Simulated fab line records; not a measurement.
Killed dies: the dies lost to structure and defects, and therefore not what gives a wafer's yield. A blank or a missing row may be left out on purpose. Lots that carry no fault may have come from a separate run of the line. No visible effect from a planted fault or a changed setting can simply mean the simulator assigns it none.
Matching of chambers ; flow nand_harc ; NHARC_A_CONTACT_ETCH_90 on rie_diel-01 has 4 sister chambers
The step etches the open film in CH3F/O2, target depth 40 nm, time 85.7 s. 8 wafers are shown with their chamber, then 12 later ones without.

WAFERS, EACH WITH ITS CHAMBER
wafer;chamber;showerhead_plenum_p_Torr (Torr);drypump_motor_current_A (A)
L081.6;2;2.57;5.68
L082.5;1;2.56;5.87
L084.3;2;2.56;5.69
L084.5;0;2.50;6.17
L084.6;3;2.27;5.70
L088.1;1;2.56;5.89
L088.3;0;2.50;6.16
L088.4;3;2.27;5.66

WAFERS WITHOUT THEIR CHAMBER
wafer;showerhead_plenum_p_Torr (Torr);drypump_motor_current_A (A)
L091.1;2.56;5.70
L091.2;2.27;5.67
L091.3;2.50;6.16
L096.1;2.56;5.67
L096.3;2.55;5.86
L096.4;2.27;5.67
L093.2;2.49;6.18
L093.4;2.55;5.88
L093.6;2.56;5.67
L097.1;2.56;5.69
L097.4;2.49;6.19
L097.5;2.55;5.99

WHICH CHAMBER EACH WENT THROUGH
wafer;from the rows above;in truth
L091.1;2;2
L091.2;3;3
L091.3;0;0
L096.1;2;2
L096.3;1;1
L096.4;3;3
L093.2;0;0
L093.4;1;1
L093.6;2;2
L097.1;2;2
L097.4;0;0
L097.5;1;1
Correctly placed: 12 of 12. Can't be placed from these rows: 0. 0 placed wrongly.
How it was worked out, from the rows above alone: a wafer's distance from a chamber is the root of the sum, over the readings, of the square of ((its reading less the chamber's mean) divided by the reading's scatter). If the next closest chamber is less than 2 further off than the closest, the wafer can't be placed; otherwise it belongs to the closest. The mean given for a chamber averages the wafers shown for that chamber. The scatter: the root of (the sum of the squares of (reading less its chamber's mean) over the shown wafers, divided by (wafers less chambers)).
